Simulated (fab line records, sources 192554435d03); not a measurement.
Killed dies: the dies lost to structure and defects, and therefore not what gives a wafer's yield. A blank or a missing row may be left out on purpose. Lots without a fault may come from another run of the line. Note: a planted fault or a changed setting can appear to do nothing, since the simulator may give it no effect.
Chamber matching / flow n5 finfet / N5_BEOL_M4_CO_CAP_55 on cvd co-02 has 3 sister chambers
The step material Co, precursor CCTBA/H2, target thk 2 nm, time 102.1 s. 3 wafers are shown with their chamber, then 12 later ones without.

WAFERS, EACH WITH ITS CHAMBER
wafer=L087.5; chamber=1; heater power w (W)=297
wafer=L091.1; chamber=2; heater power w (W)=275
wafer=L091.4; chamber=0; heater power w (W)=237

WAFERS WHOSE CHAMBER IS MISSING
wafer=L090.2; heater power w (W)=237
wafer=L090.4; heater power w (W)=279
wafer=L090.5; heater power w (W)=280
wafer=L092.1; heater power w (W)=246
wafer=L092.4; heater power w (W)=281
wafer=L092.6; heater power w (W)=280
wafer=L097.1; heater power w (W)=241
wafer=L097.2; heater power w (W)=287
wafer=L097.4; heater power w (W)=249
wafer=L095.2; heater power w (W)=243
wafer=L095.3; heater power w (W)=292
wafer=L095.5; heater power w (W)=238

EACH ONE'S CHAMBER
wafer=L090.2; from the rows above=0; in truth=0
wafer=L090.4; from the rows above=2; in truth=2
wafer=L090.5; from the rows above=can't be placed: 2 or 1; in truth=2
wafer=L092.1; from the rows above=0; in truth=0
wafer=L092.4; from the rows above=can't be placed: 2 or 1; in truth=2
wafer=L092.6; from the rows above=can't be placed: 2 or 1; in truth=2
wafer=L097.1; from the rows above=0; in truth=0
wafer=L097.2; from the rows above=can't be placed: 1 or 2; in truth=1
wafer=L097.4; from the rows above=0; in truth=0
wafer=L095.2; from the rows above=0; in truth=0
wafer=L095.3; from the rows above=can't be placed: 1 or 2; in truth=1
wafer=L095.5; from the rows above=0; in truth=0
Correctly placed: 7 of 12. Not placeable from these rows: 5 (in 5, the candidates include the true chamber). Placed wrongly: 0.
How it was worked out, from the rows above alone: a wafer's distance from a chamber is the root of the sum, over the readings, of the square of ((its reading less the chamber's mean) divided by the reading's scatter). The wafer belongs to the nearest chamber; if the next one is less than 2 further off, it can't be placed. Each chamber's mean is taken over the wafers shown for it. The scatter (one wafer shown for each chamber): square how far every hidden wafer sits from the nearest shown wafer, average those squares and take the square root.
